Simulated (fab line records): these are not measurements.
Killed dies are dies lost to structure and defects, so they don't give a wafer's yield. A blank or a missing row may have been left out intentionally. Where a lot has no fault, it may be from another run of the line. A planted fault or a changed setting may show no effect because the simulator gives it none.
Matching of chambers + flow n5 finfet + rie diel-02 running N5_DUMMY_GATE_STRIP_41: 4 sister chambers
The step strips in O2. 8 wafers are shown with their chamber, then 10 later ones without.

== WAFERS WITH THEIR CHAMBER ==
| wafer  | chamber | drypump motor current A (A) | throttle valve pct (%) |
|--------|---------|-----------------------------|------------------------|
| L077.3 | 3       | 5.0                         | 16.55                  |
| L079.2 | 0       | 6.4                         | 16.46                  |
| L079.4 | 2       | 5.1                         | 16.52                  |
| L082.1 | 0       | 6.5                         | 16.47                  |
| L082.2 | 1       | 5.6                         | 16.73                  |
| L082.5 | 3       | 5.0                         | 16.56                  |
| L085.1 | 2       | 5.1                         | 16.54                  |
| L085.2 | 1       | 5.6                         | 16.75                  |

== WAFERS WHOSE CHAMBER IS MISSING ==
| wafer  | drypump motor current A (A) | throttle valve pct (%) |
|--------|-----------------------------|------------------------|
| L085.3 | 4.9                         | 16.56                  |
| L087.1 | 4.9                         | 16.58                  |
| L087.5 | 6.5                         | 16.49                  |
| L087.6 | 5.0                         | 16.56                  |
| L090.1 | 4.9                         | 16.56                  |
| L090.3 | 5.6                         | 16.77                  |
| L090.4 | 5.1                         | 16.55                  |
| L091.1 | 5.0                         | 16.58                  |
| L091.2 | 6.5                         | 16.50                  |
| L091.6 | 6.6                         | 16.51                  |

== CHAMBER TAKEN BY EACH ==
| wafer  | from the rows above     | in truth |
|--------|-------------------------|----------|
| L085.3 | 3                       | 3        |
| L087.1 | 3                       | 3        |
| L087.5 | 0                       | 0        |
| L087.6 | 3                       | 3        |
| L090.1 | 3                       | 3        |
| L090.3 | 1                       | 1        |
| L090.4 | can't be placed: 2 or 3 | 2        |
| L091.1 | 3                       | 3        |
| L091.2 | 0                       | 0        |
| L091.6 | 0                       | 0        |
Correctly placed: 9 of 10. Unplaceable from these rows: 1, with the true chamber sitting among the candidates in 1. Number placed wrongly: 0.
How it was worked out, from the rows above alone: a wafer's distance from a chamber is the root of the sum, over the readings, of the square of ((its reading less the chamber's mean) divided by the reading's scatter). If the next closest chamber is less than 2 further off than the closest, the wafer can't be placed; otherwise it belongs to the closest. Each chamber's mean is taken over the wafers shown for it. The scatter: take each reading less its chamber's mean, square it, sum over the shown wafers, divide by the number of wafers less the number of chambers, and take the root.
